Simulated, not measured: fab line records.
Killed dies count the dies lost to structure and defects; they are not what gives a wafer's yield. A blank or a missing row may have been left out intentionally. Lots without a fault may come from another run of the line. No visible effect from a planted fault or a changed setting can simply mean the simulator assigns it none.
Chamber matching -- flow nand-harc -- NHARC_A_STAIRCASE_ETCH_203 on rie-diel-04 has 4 sister chambers
The step etches the open film in C4F8/O2, target depth 100 nm, time 40.5 s. 4 wafers are shown with their chamber, then 7 later ones without.

## EACH WAFER AND ITS CHAMBER
wafer,chamber,rf-vpp-V (V)
L714.6,2,906
L720.6,0,901
L724.1,3,892
L724.5,1,902

## WAFERS WHOSE CHAMBER IS MISSING
wafer,rf-vpp-V (V)
L724.6,905
L726.2,893
L726.4,900
L726.6,902
L735.2,891
L735.4,905
L735.5,892

## CHAMBER TAKEN BY EACH
wafer,from the rows above,in truth
L724.6,2,2
L726.2,3,3
L726.4,can't be placed: 0 or 1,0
L726.6,can't be placed: 1 or 0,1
L735.2,3,3
L735.4,2,2
L735.5,3,3
Placed correctly: 5 of 7. From these rows, 2 cannot be placed; in 2 the true chamber is one of the candidates. 0 placed wrongly.
How it was worked out, from the rows above alone: a wafer's distance from a chamber is the root of the sum, over the readings, of the square of ((its reading less the chamber's mean) divided by the reading's scatter). The wafer belongs to the nearest chamber; if the next one is less than 2 further off, it can't be placed. For every chamber, the mean is computed from those of its wafers that are shown. The scatter: with one shown wafer a chamber, the root of the mean of the squares of how far each hidden wafer lies from its nearest shown one.
